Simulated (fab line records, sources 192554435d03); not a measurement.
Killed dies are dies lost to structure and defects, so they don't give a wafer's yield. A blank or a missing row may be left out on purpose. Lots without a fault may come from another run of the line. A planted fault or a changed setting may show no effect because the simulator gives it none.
Which tool did it? | flow n5_finfet | 9 lots, 27 wafers sampled, at 5 steps of a route of 1938

WHAT THE GAUGES READ, wafer by wafer
N5_BEOL_M4_INSPECT_30: inspects for defects (brightfield). Usual: raw_defect_count 445, standard deviation 100.
lot  | measured     | on                | raw_defect_count | flag
L473 | day 10 02:36 | defect_inspect-02 | 493 479 352      |
L475 | day 10 17:17 | defect_inspect-01 | 359 400 357      |
L476 | day 10 23:02 | defect_inspect-01 | 492 636 540      |
L484 | day 12 16:52 | defect_inspect-02 | 627 535 737      |
L485 | day 13 10:37 | defect_inspect-02 | 305 373 350      |
L487 | day 13 14:01 | defect_inspect-02 | 318 443 365      |
L486 | day 14 02:10 | defect_inspect-02 | 594 590 641      |
L488 | day 14 17:05 | defect_inspect-01 | 286 411 350      |
L489 | day 14 20:33 | defect_inspect-02 | 412 491 373      |

N5_BEOL_M4_RC_MEAS_101. Usual: DIBL_N 36.1 mV/V, standard deviation 1.4; DIBL_P 36.3 mV/V, standard deviation 1.4; IOFF_N 0.154 nA/um, standard deviation 0.021; IOFF_P 0.21 nA/um, standard deviation 0.032; ION_N 670 uA/um, standard deviation 8.1; ION_P 461 uA/um, standard deviation 7; SS_N 71.4 mV/dec, standard deviation 0.49; SS_P 73.3 mV/dec, standard deviation 0.5; VT_N 250.4 mV, standard deviation 2.6; VT_P -250 mV, standard deviation 3.7.
lot  | measured     | on        | DIBL_N (mV/V)  | DIBL_P (mV/V)  | IOFF_N (nA/um)    | IOFF_P (nA/um) | ION_N (uA/um) | ION_P (uA/um) | SS_N (mV/dec)  | SS_P (mV/dec)  | VT_N (mV)         | VT_P (mV)      | flag
L473 | day 10 12:02 | prober-02 | 36.0 36.1 34.7 | 36.1 36.0 34.3 | 0.164 0.164 0.138 | 0.26 0.26 0.24 | 671 669 676   | 467 468 472   | 71.0 71.2 70.9 | 73.4 74.3 73.3 | 248.0 248.1 251.7 | -244 -245 -248 |
L475 | day 11 08:02 | prober-01 | 35.1 36.4 35.4 | 36.0 37.5 36.5 | 0.141 0.166 0.148 | 0.20 0.22 0.21 | 662 678 668   | 457 466 464   | 71.4 71.6 71.1 | 73.0 73.6 73.7 | 254.2 249.0 252.4 | -249 -251 -250 |
L476 | day 11 15:20 | prober-01 | 37.1 38.1 36.8 | 35.0 36.5 35.5 | 0.145 0.171 0.142 | 0.19 0.22 0.19 | 661 664 663   | 449 459 458   | 70.9 71.4 71.2 | 72.9 73.3 72.8 | 252.3 250.1 250.8 | -252 -250 -254 |
L484 | day 13 17:42 | prober-01 | 34.7 34.2 35.3 | 34.4 34.5 34.9 | 0.133 0.122 0.134 | 0.17 0.17 0.18 | 656 664 669   | 453 452 459   | 71.4 71.5 71.7 | 72.7 72.2 73.5 | 252.5 252.3 253.1 | -254 -253 -252 |
L485 | day 13 23:28 | prober-01 | 35.0 32.7 33.5 | 36.6 34.0 34.5 | 0.127 0.110 0.115 | 0.17 0.14 0.15 | 657 659 650   | 458 455 451   | 71.6 70.4 71.0 | 72.9 72.7 72.9 | 255.0 254.8 254.3 | -255 -254 -259 |
L487 | day 14 00:37 | prober-02 | 35.7 35.4 35.3 | 36.6 36.2 36.6 | 0.149 0.144 0.150 | 0.21 0.20 0.21 | 667 667 671   | 460 463 465   | 71.2 71.3 71.4 | 72.6 72.9 73.3 | 250.2 253.2 250.8 | -249 -251 -248 |
L486 | day 14 16:38 | prober-02 | 37.8 37.4 38.6 | 38.2 37.7 39.7 | 0.167 0.154 0.186 | 0.22 0.21 0.24 | 665 661 679   | 453 459 463   | 71.4 71.3 71.7 | 73.6 73.1 73.4 | 249.4 250.7 250.4 | -250 -251 -251 |
L488 | day 15 03:52 | prober-01 | 38.4 36.3 37.2 | 39.0 36.1 37.6 | 0.203 0.148 0.176 | 0.27 0.21 0.25 | 669 668 677   | 463 465 469   | 72.2 71.8 71.7 | 74.1 73.2 73.3 | 247.8 252.4 249.6 | -246 -250 -245 |
L489 | day 15 04:57 | prober-02 | 35.5 36.7 36.2 | 36.3 37.0 36.6 | 0.127 0.152 0.140 | 0.17 0.19 0.18 | 664 668 669   | 461 453 455   | 71.0 71.5 71.4 | 72.8 72.7 73.2 | 254.9 252.0 257.7 | -257 -251 -257 |

WHICH TOOL RAN EACH LOT (tool, then ch and the chambers of the sampled wafers, then the start)
lot  | N5_BEOL_M4_ALD_98                 | N5_BEOL_M4_ETCHBACK_99             | N5_BEOL_M4_STRIP_97
L473 | ald_sin-02 ch 0,2,3, day 10 03:28 | rie_diel-01 ch 0,1,3, day 10 07:54 | rie_diel-01 ch 0,1,3, day 10 12:02 or earlier
L475 | ald_sin-03 ch 0,1,3, day 10 17:55 | rie_diel-02 ch 2,3, day 11 02:53   | rie_diel-02 ch 2,3, day 11 08:02 or earlier
L476 | ald_sin-03 ch 1,2,3, day 10 23:13 | rie_diel-01 ch 0,3, day 11 10:16   | rie_diel-01 ch 0,3, day 11 15:20 or earlier
L484 | ald_sin-03 ch 0,3, day 12 17:07   | rie_diel-02 ch 0,1,2, day 13 11:42 | rie_diel-02 ch 0,1,2, day 13 17:42 or earlier
L485 | ald_sin-04 ch 1,3, day 13 10:47   | rie_diel-02 ch 0,1, day 13 17:04   | rie_diel-02 ch 0,1, day 13 23:28 or earlier
L487 | ald_sin-04 ch 0,1,2, day 13 14:22 | rie_diel-03 ch 0,3, day 13 19:30   | rie_diel-03 ch 0,3, day 14 00:37 or earlier
L486 | ald_sin-03 ch 0,2,3, day 14 02:50 | rie_diel-03 ch 0,3, day 14 10:35   | rie_diel-03 ch 0,3, day 14 16:38 or earlier
L488 | ald_sin-02 ch 1,2,3, day 14 17:30 | rie_diel-03 ch 0,1,3, day 14 19:17 | rie_diel-03 ch 0,1,3, day 15 03:52 or earlier
L489 | ald_sin-03 ch 2,3, day 14 20:47   | rie_diel-03 ch 2,3, day 14 22:51   | rie_diel-03 ch 2,3, day 15 04:57 or earlier
- N5_BEOL_M4_ALD_98: deposits SiO2, target thk 2.5 nm, pulse time 1 s, co reactant pulse time 1 s.
- N5_BEOL_M4_ETCHBACK_99: etches SiO2 in CHF3, target depth 5 nm, time 10.4 s.
- N5_BEOL_M4_STRIP_97: strips in N2/H2, time 10 s.

WHAT THE TOOLS THEMSELVES READ (means of the sampled wafers that have a number; where no wafer has one, the mark that the record gives instead)
N5_BEOL_M4_ALD_98. Usual: chamber_pressure_Torr 2.000 Torr, standard deviation 0.0047; heater_power_w 76 W, standard deviation 5.7; precursor_pulse_height_rel 1.002, standard deviation 0.022.
lot  | tool       | chamber_pressure_Torr (Torr) | heater_power_w (W) | precursor_pulse_height_rel | flag
L473 | ald_sin-02 | 2.000                        | 82                 | 0.968                      |
L475 | ald_sin-03 | 1.998                        | 76                 | 0.986                      |
L476 | ald_sin-03 | 1.995                        | 73                 | 0.989                      |
L484 | ald_sin-03 | -                            | -                  | -                          | OFF
L485 | ald_sin-04 | -                            | -                  | -                          | OFF
L487 | ald_sin-04 | 2.000                        | 74                 | 1.012                      |
L486 | ald_sin-03 | 2.001                        | 73                 | 0.987                      |
L488 | ald_sin-02 | 2.004                        | 78                 | 1.001                      |
L489 | ald_sin-03 | 2.001                        | 69                 | 1.001                      |

N5_BEOL_M4_ETCHBACK_99. Usual: CHF3_flow_sccm 12.00 sccm, standard deviation 0.035; drypump_motor_current_A 5.9 A, standard deviation 0.47; oes_product_au 0.85 a.u., standard deviation 0.079; rf_vpp_V 241.3 V, standard deviation 2.5; showerhead_plenum_p_Torr 2.20 Torr, standard deviation 0.055; throttle_valve_pct 16.96 %, standard deviation 0.21.
lot  | tool        | CHF3_flow_sccm (sccm) | drypump_motor_current_A (A) | oes_product_au (a.u.) | rf_vpp_V (V) | showerhead_plenum_p_Torr (Torr) | throttle_valve_pct (%) | flag
L473 | rie_diel-01 | 12.01                 | 5.8                         | 0.85                  | 242.1        | 2.21                            | 16.82                  |
L475 | rie_diel-02 | 12.03                 | 6.5                         | 0.75                  | 240.1        | 2.17                            | 17.22                  |
L476 | rie_diel-01 | 11.99                 | 5.6                         | 0.85                  | 241.9        | 2.17                            | 16.85                  |
L484 | rie_diel-02 | 11.96                 | 5.9                         | 0.87                  | 243.5        | 2.18                            | 16.99                  |
L485 | rie_diel-02 | 11.97                 | 6.0                         | 0.89                  | 244.7        | 2.14                            | 16.99                  |
L487 | rie_diel-03 | 11.98                 | 5.5                         | 0.89                  | 240.6        | 2.19                            | 16.85                  |
L486 | rie_diel-03 | 11.99                 | 5.5                         | 0.88                  | 241.8        | 2.19                            | 16.87                  |
L488 | rie_diel-03 | 12.01                 | 5.6                         | 0.86                  | 239.8        | 2.21                            | 16.90                  |
L489 | rie_diel-03 | 12.00                 | 5.9                         | 0.86                  | 240.6        | 2.22                            | 16.94                  |

N5_BEOL_M4_STRIP_97. Usual: drypump_motor_current_A 5.9 A, standard deviation 0.47; oes_product_au 0.85 a.u., standard deviation 0.079; rf_vpp_V 59.3 V, standard deviation 0.9; showerhead_plenum_p_Torr 2.60 Torr, standard deviation 0.066; throttle_valve_pct 23.57 %, standard deviation 0.27.
lot  | tool        | drypump_motor_current_A (A) | oes_product_au (a.u.) | rf_vpp_V (V) | showerhead_plenum_p_Torr (Torr) | throttle_valve_pct (%) | flag
L473 | rie_diel-01 | 5.8                         | 0.86                  | 59.1         | 2.61                            | 23.35                  |
L475 | rie_diel-02 | 6.5                         | 0.75                  | 60.3         | 2.56                            | 23.95                  |
L476 | rie_diel-01 | 5.7                         | 0.85                  | 59.0         | 2.57                            | 23.52                  |
L484 | rie_diel-02 | 6.0                         | 0.86                  | 59.8         | 2.58                            | 23.50                  |
L485 | rie_diel-02 | 6.0                         | 0.89                  | 58.7         | 2.52                            | 23.45                  |
L487 | rie_diel-03 | 5.5                         | 0.89                  | 58.5         | 2.59                            | 23.59                  |
L486 | rie_diel-03 | 5.5                         | 0.88                  | 59.4         | 2.58                            | 23.60                  |
L488 | rie_diel-03 | 5.6                         | 0.86                  | 59.2         | 2.62                            | 23.61                  |
L489 | rie_diel-03 | 5.9                         | 0.86                  | 60.0         | 2.62                            | 23.53                  |

THE ANSWER, worked out from the rows above alone
Rule: a lot is off if the mean of its wafers that have a number lies more than 3 standard deviations from the usual mean. A lot without any number at a reading at which 4 lots or more have one is off too. The other lots that the step has rows for count as sound. The gauges are gone through in route order, then the tools' own readings, and for those a lot's mean is taken as printed above. The first step at which some lot is off is used, and at that step the reading that is off furthest; a lot without a number counts as furthest.
Off: L484, L485, at N5_BEOL_M4_ALD_98 (chamber_pressure_Torr). Without a number there: L484, L485.
A tool fits if, at that step or a process step before it, it ran every lot that is off, and no sound lot after the first of them. None of those tried fits.

WHAT THE SIMULATOR HAD PUT IN
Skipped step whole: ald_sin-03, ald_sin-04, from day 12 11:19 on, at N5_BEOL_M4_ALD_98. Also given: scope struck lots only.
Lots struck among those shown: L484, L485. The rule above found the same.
